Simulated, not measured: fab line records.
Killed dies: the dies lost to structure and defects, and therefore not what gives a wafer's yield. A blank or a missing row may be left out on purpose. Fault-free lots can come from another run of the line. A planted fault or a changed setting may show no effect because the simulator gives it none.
Struck lot and sound lot, side by side -- flow n5 finfet -- 16 steps out of a route of 1938
Sound: these wafers, L780.2, L780.3, L780.4. Struck: wafers L785.1, L785.2. (L785.3 of the same lot was not struck and is left out.) The cause comes at the end.
Per side, at each step with rows, come the tool, then ch with its chambers, and then its first start. Under that, the readings that differ: sound wafers -- struck wafers -- difference of the means -- sigmas: that difference in standard deviations of wafers without a fault.
alike: words and numbers the same on both sides, and readings whose means are apart by under 2 such deviations; not compared: readings that were withheld, readings missing a value for some wafer, numbers with overlapping values and no deviation given by the record, and bounds like >300 which may hide the same value.
A row with sigmas, a row that says differs or no value, or rows on one side alone: a step with any of these is where the two part. Non-overlapping numbers with no deviation appear without sigmas and do not part them. A reading that every wafer of one side lacks parts them only if that side has two wafers or more.

N5_BEOL_M0_SAQP_HM_OPEN_112: chemistry CHF3/O2, target SiO2, stops on a-Si, target depth 12 nm, time 13.5 s.
  sound on rie diel-06 ch 0,1,2, day 5 12:00; struck on rie diel-03 ch 0,1, day 6 19:12
reading,sound,struck,difference,sigmas
rf hours counter h (h),39 126 116,187 177,+88,
  alike: chamber pressure mTorr, drypump motor current A, oes_o_777_au, oes product au, rf vpp V, showerhead plenum p Torr, throttle valve pct
then, 1 step without rows for these wafers: N5_BEOL_M0_SAQP_STRIP_113 (strips in CHF3/O2).
N5_BEOL_M0_SAQP_MANDREL_ETCH_20: etches a-Si in HBr/Cl2, stops on SiNx, target depth 60 nm, bt time 10 s, time 30 s.
  sound on rie si-02 ch 0,1,2, day 5 12:05; struck on rie si-02 ch 0,2, day 6 19:17
  alike: chamber pressure mTorr, drypump motor current A, he backside leak sccm, oes product au, throttle valve pct
  not compared: rf hours counter h
then, 3 steps without rows for these wafers: N5_BEOL_M0_SAQP_STRIP_86 (strips in N2/H2); N5_BEOL_M0_SAQP_STRIP_115 (strips in post etch residue remover, time 60 s); N5_BEOL_M0_SAQP_SRD_93 (time 30 s).
N5_BEOL_M0_SAQP_RECESS_114: chemistry HF/NH3, target SiO2, target depth 14.4 nm, afs cycles 3, sublimation time 60 s.
  sound on vapor etch-01 ch 0,1, day 5 12:22; struck on vapor etch-01 ch 0,1, day 6 19:42
  alike: drypump motor current A
N5_BEOL_M0_SAQP_SPACER1_ALD_98: deposits SiO2, target thk 12.8 nm, pulse time 1 s, purge time 2 s.
  sound on ald sin-03 ch 0,3, day 5 12:44; struck on ald sin-01 ch 2,3, day 6 20:05
  alike: heater power w, precursor pulse height rel
then, 2 steps without rows for these wafers: N5_BEOL_M0_SAQP_SPACER1_ETCHBACK_99 (etches SiO2 in CHF3/O2, target depth 15.4 nm, time 7.7 s); N5_BEOL_M0_SAQP_MANDREL1_REMOVE_100 (chemistry HBr/Cl2/O2, target a-Si, stops on SiNx, bt time 10 s).
N5_BEOL_M0_SAQP_CD_MEAS_25: target cd 13.1 nm.
  sound on cd sem-01 ch 0, day 5 13:28; struck on cd sem-01 ch 0, day 6 20:46
  alike: cd nm
N5_BEOL_M0_SAQP_ETCH_101: etches SiNx in CH3F/O2, target depth 29.9 nm, time 42.7 s.
  sound on rie diel-05 ch 1,2,3, day 5 13:34; struck on rie diel-06 ch 1,3, day 6 20:48
reading,sound,struck,difference,sigmas
oes_o_777_au (a.u.),0.71 0.69 0.76,0.91 0.88,+0.18,+2
oes product au (a.u.),0.70 0.70 0.75,0.91 0.90,+0.19,+2
rf hours counter h (h),228 215 149,24 49,-161,
  alike: chamber pressure mTorr, drypump motor current A, rf vpp V, showerhead plenum p Torr, throttle valve pct
N5_BEOL_M0_SAQP_ETCH_102: etches SiO2 in CF4, target depth 4 nm, time 4.4 s.
  sound on rie si-02 ch 0,1,2, day 5 13:41; struck on rie si-05 ch 0,3, day 6 20:54
reading,sound,struck,difference,sigmas
oes product au (a.u.),0.985 0.994 0.984,0.920 0.912,-0.072,-4
rf hours counter h (h),1 2 1,163 31,+96,
model.etch.depth nm (nm),3.946 3.935 3.961,3.442 3.325,-0.564,
  alike: cf4 flow sccm, chamber pressure mTorr, drypump motor current A, he backside leak sccm, throttle valve pct
then, 1 step without rows for these wafers: N5_BEOL_M0_SAQP_MANDREL_ETCH_103 (etches a-Si in HBr/Cl2, stops on SiCN, target depth 45 nm, bt time 10 s, time 27 s).
-- here the record skips 2 days between the struck wafers' starts before and after, leaving off in module BEOL_M0_SAQP and picking up in module BEOL_M4 (first step shown: number 1111 of the route) --
N5_BEOL_M4_RC_MEAS_101:
  sound on prober-02 ch 0, day 7 20:21; struck on prober-01 ch 0, day 9 03:22
reading,sound,struck,difference,sigmas
ION_P (uA/um),449 452 463,475 461,+13,+2
  alike: DIBL_N, DIBL_P, IOFF_N, IOFF_P, ION_N, SS_N, SS_P, VT_N, VT_P
N5_PASSIVATION_PROBE_49:
  sound wafers here have rows in the record (prober-01, day 12 03:22); struck ones have none

== WHERE THEY PART ==
Earliest at N5_BEOL_M0_SAQP_ETCH_101; latest, in this record, at N5_PASSIVATION_PROBE_49.

WHY: the cause the simulator had injected
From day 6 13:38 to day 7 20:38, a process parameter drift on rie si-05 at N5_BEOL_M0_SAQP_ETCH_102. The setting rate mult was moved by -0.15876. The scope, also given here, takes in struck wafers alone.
